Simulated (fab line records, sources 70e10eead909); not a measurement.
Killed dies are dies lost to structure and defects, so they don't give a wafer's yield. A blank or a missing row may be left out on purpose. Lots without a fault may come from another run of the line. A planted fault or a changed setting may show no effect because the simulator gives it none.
Chamber matching | flow nand_harc | NHARC_A_STAIRCASE_TRIM_229 on rie_diel-08: 4 sister chambers
The step chemistry O2, time 211.2 s. 8 wafers are shown with their chamber, then 9 later ones without.

WAFERS WITH THEIR CHAMBER
wafer  | chamber | drypump_motor_current_A (A) | showerhead_plenum_p_Torr (Torr)
L081.2 | 3       | 5.9                         | 3.34
L081.3 | 1       | 5.7                         | 3.29
L081.4 | 2       | 6.3                         | 3.52
L082.3 | 2       | 6.3                         | 3.52
L082.5 | 3       | 5.9                         | 3.33
L083.3 | 0       | 4.9                         | 3.76
L083.5 | 1       | 5.7                         | 3.29
L083.6 | 0       | 4.8                         | 3.76

WAFERS WITHOUT THEIR CHAMBER
wafer  | drypump_motor_current_A (A) | showerhead_plenum_p_Torr (Torr)
L090.1 | 6.3                         | 3.51
L090.2 | 4.9                         | 3.75
L090.5 | 4.9                         | 3.75
L092.1 | 5.7                         | 3.28
L092.3 | 4.9                         | 3.74
L092.5 | 5.9                         | 3.32
L096.2 | 6.3                         | 3.49
L096.4 | 5.9                         | 3.31
L096.6 | 5.7                         | 3.80

WHICH CHAMBER EACH WENT THROUGH
wafer  | from the rows above     | in truth
L090.1 | 2                       | 2
L090.2 | 0                       | 0
L090.5 | 0                       | 0
L092.1 | 1                       | 1
L092.3 | 0                       | 0
L092.5 | 3                       | 3
L096.2 | 2                       | 2
L096.4 | can't be placed: 3 or 1 | 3
L096.6 | 0                       | 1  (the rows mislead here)
Placed correctly: 7 of 9. Can't be placed from these rows: 1 (the true chamber is among the candidates in 1). Placed wrongly: 1.
How it was worked out, from the rows above alone: a wafer's distance from a chamber is the root of the sum, over the readings, of the square of ((its reading less the chamber's mean) divided by the reading's scatter). The wafer belongs to the nearest chamber; if the next one is less than 2 further off, it can't be placed. A chamber's mean is the mean of its shown wafers. The scatter: the root of (the sum of the squares of (reading less its chamber's mean) over the shown wafers, divided by (wafers less chambers)).
